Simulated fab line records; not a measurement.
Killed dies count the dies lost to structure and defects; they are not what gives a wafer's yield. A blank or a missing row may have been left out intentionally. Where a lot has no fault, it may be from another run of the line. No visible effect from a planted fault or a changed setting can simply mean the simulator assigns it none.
Split-lot trial / flow n5-finfet / on a route of 1938 steps: 7 lots, 39 wafers read

THE SPLIT
At N5_FIN_SAQP_PECVD_06 (deposits a-Si from SiH4/He, target thk 60 nm, time 48.1 s), the setting time-s was moved away from the recipe's 48.1 s on 9 of the 39 wafers read, by -50.7% to -18.5%. The other wafers ran this setting at the recipe's value.

FROM THE SPLIT TO THE READING: what the file shows between them, 5 steps
- N5_FIN_SAQP_THK_MEAS_07
- N5_FIN_SAQP_HM_DEP_72: deposits SiO2 from SiH4/N2O, target thk 12 nm, time 7.2 s
- N5_FIN_SAQP_COAT_49: time 60 s, resist thk 100 nm
- N5_FIN_SAQP_HM_OPEN_73: chemistry CHF3/O2, target SiO2, stops on a-Si, target depth 12 nm, time 16.8 s
- N5_FIN_SAQP_STRIP_74: strips in CHF3/O2

THE READING
oes-product-au, in a.u., at N5_FIN_SAQP_MANDREL_ETCH_22 (etches a-Si in HBr/Cl2, stops on SiNx, target depth 60 nm, bt time 10 s, time 30 s). On this fab line, fault-free wafers typically give 0.769 a.u. with a standard deviation of 0.011 a.u.

wafer=L075.2; tool, chamber at the split=pecvd-04, 0; time-s as run, s=48.1; against the recipe=recipe; oes-product-au, a.u.=0.774; against lot-mates on the recipe=-
wafer=L075.4; tool, chamber at the split=pecvd-04, 2; time-s as run, s=48.1; against the recipe=recipe; oes-product-au, a.u.=0.771; against lot-mates on the recipe=-
wafer=L075.5; tool, chamber at the split=pecvd-04, 1; time-s as run, s=48.1; against the recipe=recipe; oes-product-au, a.u.=0.775; against lot-mates on the recipe=-
wafer=L076.1; tool, chamber at the split=pecvd-04, 2; time-s as run, s=48.1; against the recipe=recipe; oes-product-au, a.u.=0.772; against lot-mates on the recipe=-
wafer=L076.2; tool, chamber at the split=pecvd-04, 1; time-s as run, s=48.1; against the recipe=recipe; oes-product-au, a.u.=0.764; against lot-mates on the recipe=-
wafer=L076.3; tool, chamber at the split=pecvd-04, 0; time-s as run, s=48.1; against the recipe=recipe; oes-product-au, a.u.=0.772; against lot-mates on the recipe=-
wafer=L076.4; tool, chamber at the split=pecvd-04, 0; time-s as run, s=48.1; against the recipe=recipe; oes-product-au, a.u.=0.774; against lot-mates on the recipe=-
wafer=L076.5; tool, chamber at the split=pecvd-04, 1; time-s as run, s=48.1; against the recipe=recipe; oes-product-au, a.u.=0.771; against lot-mates on the recipe=-
wafer=L076.6; tool, chamber at the split=pecvd-04, 2; time-s as run, s=48.1; against the recipe=recipe; oes-product-au, a.u.=0.769; against lot-mates on the recipe=-
wafer=L080.1; tool, chamber at the split=pecvd-03, 0; time-s as run, s=30.32; against the recipe=-37.0%; oes-product-au, a.u.=0.594; against lot-mates on the recipe=-0.174
wafer=L080.2; tool, chamber at the split=pecvd-03, 1; time-s as run, s=48.1; against the recipe=recipe; oes-product-au, a.u.=0.767; against lot-mates on the recipe=-
wafer=L080.3; tool, chamber at the split=pecvd-03, 2; time-s as run, s=30.32; against the recipe=-37.0%; oes-product-au, a.u.=0.608; against lot-mates on the recipe=-0.160
wafer=L080.4; tool, chamber at the split=pecvd-03, 0; time-s as run, s=48.1; against the recipe=recipe; oes-product-au, a.u.=0.770; against lot-mates on the recipe=-
wafer=L080.5; tool, chamber at the split=pecvd-03, 2; time-s as run, s=30.32; against the recipe=-37.0%; oes-product-au, a.u.=0.618; against lot-mates on the recipe=-0.150
wafer=L080.6; tool, chamber at the split=pecvd-03, 1; time-s as run, s=48.1; against the recipe=recipe; oes-product-au, a.u.=0.767; against lot-mates on the recipe=-
wafer=L085.1; tool, chamber at the split=pecvd-03, 2; time-s as run, s=48.1; against the recipe=recipe; oes-product-au, a.u.=0.784; against lot-mates on the recipe=-
wafer=L085.2; tool, chamber at the split=pecvd-03, 0; time-s as run, s=48.1; against the recipe=recipe; oes-product-au, a.u.=0.760; against lot-mates on the recipe=-
wafer=L085.3; tool, chamber at the split=pecvd-03, 1; time-s as run, s=48.1; against the recipe=recipe; oes-product-au, a.u.=0.765; against lot-mates on the recipe=-
wafer=L085.4; tool, chamber at the split=pecvd-03, 1; time-s as run, s=48.1; against the recipe=recipe; oes-product-au, a.u.=0.770; against lot-mates on the recipe=-
wafer=L085.5; tool, chamber at the split=pecvd-03, 2; time-s as run, s=48.1; against the recipe=recipe; oes-product-au, a.u.=0.778; against lot-mates on the recipe=-
wafer=L085.6; tool, chamber at the split=pecvd-03, 0; time-s as run, s=48.1; against the recipe=recipe; oes-product-au, a.u.=0.779; against lot-mates on the recipe=-
wafer=L087.1; tool, chamber at the split=pecvd-02, 1; time-s as run, s=23.7; against the recipe=-50.7%; oes-product-au, a.u.=0.538; against lot-mates on the recipe=-0.239
wafer=L087.2; tool, chamber at the split=pecvd-02, 0; time-s as run, s=23.7; against the recipe=-50.7%; oes-product-au, a.u.=0.534; against lot-mates on the recipe=-0.243
wafer=L087.3; tool, chamber at the split=pecvd-02, 2; time-s as run, s=48.1; against the recipe=recipe; oes-product-au, a.u.=0.762; against lot-mates on the recipe=-
wafer=L087.4; tool, chamber at the split=pecvd-02, 0; time-s as run, s=48.1; against the recipe=recipe; oes-product-au, a.u.=0.784; against lot-mates on the recipe=-
wafer=L087.5; tool, chamber at the split=pecvd-02, 2; time-s as run, s=23.7; against the recipe=-50.7%; oes-product-au, a.u.=0.528; against lot-mates on the recipe=-0.249
wafer=L087.6; tool, chamber at the split=pecvd-02, 1; time-s as run, s=48.1; against the recipe=recipe; oes-product-au, a.u.=0.784; against lot-mates on the recipe=-
wafer=L090.1; tool, chamber at the split=pecvd-04, 1; time-s as run, s=48.1; against the recipe=recipe; oes-product-au, a.u.=0.757; against lot-mates on the recipe=-
wafer=L090.2; tool, chamber at the split=pecvd-04, 0; time-s as run, s=48.1; against the recipe=recipe; oes-product-au, a.u.=0.759; against lot-mates on the recipe=-
wafer=L090.3; tool, chamber at the split=pecvd-04, 2; time-s as run, s=48.1; against the recipe=recipe; oes-product-au, a.u.=0.762; against lot-mates on the recipe=-
wafer=L090.4; tool, chamber at the split=pecvd-04, 1; time-s as run, s=48.1; against the recipe=recipe; oes-product-au, a.u.=0.778; against lot-mates on the recipe=-
wafer=L090.5; tool, chamber at the split=pecvd-04, 0; time-s as run, s=48.1; against the recipe=recipe; oes-product-au, a.u.=0.785; against lot-mates on the recipe=-
wafer=L090.6; tool, chamber at the split=pecvd-04, 2; time-s as run, s=48.1; against the recipe=recipe; oes-product-au, a.u.=0.757; against lot-mates on the recipe=-
wafer=L091.1; tool, chamber at the split=pecvd-04, 1; time-s as run, s=39.18; against the recipe=-18.5%; oes-product-au, a.u.=0.700; against lot-mates on the recipe=-0.075
wafer=L091.2; tool, chamber at the split=pecvd-04, 2; time-s as run, s=39.18; against the recipe=-18.5%; oes-product-au, a.u.=0.672; against lot-mates on the recipe=-0.103
wafer=L091.3; tool, chamber at the split=pecvd-04, 2; time-s as run, s=39.18; against the recipe=-18.5%; oes-product-au, a.u.=0.684; against lot-mates on the recipe=-0.091
wafer=L091.4; tool, chamber at the split=pecvd-04, 1; time-s as run, s=48.1; against the recipe=recipe; oes-product-au, a.u.=0.777; against lot-mates on the recipe=-
wafer=L091.5; tool, chamber at the split=pecvd-04, 2; time-s as run, s=48.1; against the recipe=recipe; oes-product-au, a.u.=0.763; against lot-mates on the recipe=-
wafer=L091.6; tool, chamber at the split=pecvd-04, 1; time-s as run, s=48.1; against the recipe=recipe; oes-product-au, a.u.=0.785; against lot-mates on the recipe=-

FIT RESULTS
A straight line over all 39 wafers: oes-product-au changes by +0.00461 a.u. for each +1% of time-s; r = +0.99; the points scatter about the line by 0.009 a.u.
The same after taking each lot's own level away (the mean of its wafers on the recipe; 39 wafers): +0.00466 a.u. for each +1%; r = +0.99; scatter 0.0091 a.u.
On that fit, the largest move of time-s shifts the reading by 0.24 a.u.
Across the lots, their own levels run from 0.7663 to 0.7767 a.u., a range of 0.9 times the standard deviation given above.
Consequently the slope shifts little with the lot-to-lot level, the two slopes agreeing.
Check: with one of the wafers moved furthest among these (-50.7%) left out of the fit, the line predicts -0.236 a.u. for it against its lot-mates. It came out at -0.239 a.u. against them.

THE WHOLE CHAIN: every reading that the file lists as answering this split, in the file's order
step=N5_FIN_SAQP_PECVD_06; what it does=deposits a-Si from SiH4/He, target thk 60 nm, time 48.1 s; reading=a-Si_of_FIN_SAQP_PECVD_06.thk-nm (the simulator's own value, which no gauge read); change (the file's fit)=+0.611 nm for each +1% of the setting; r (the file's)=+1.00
step=N5_FIN_SAQP_THK_MEAS_07; what it does=; reading=thk-nm; change (the file's fit)=withheld for each +1% of the setting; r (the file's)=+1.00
step=N5_FIN_SAQP_MANDREL_ETCH_22; what it does=etches a-Si in HBr/Cl2, stops on SiNx, target depth 60 nm, bt time 10 s, time 30 s; reading=oes-product-au; change (the file's fit)=+0.00466 a.u. for each +1% of the setting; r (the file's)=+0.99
step=N5_FIN_SAQP_MANDREL_ETCH_22; what it does=etches a-Si in HBr/Cl2, stops on SiNx, target depth 60 nm, bt time 10 s, time 30 s; reading=etch.depth-nm (the simulator's own value, which no gauge read); change (the file's fit)=+0.612 nm for each +1% of the setting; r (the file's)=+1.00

THE FILE'S OWN FIT
oes-product-au changes by +0.00466 a.u. for each +1% of time-s, r = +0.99.
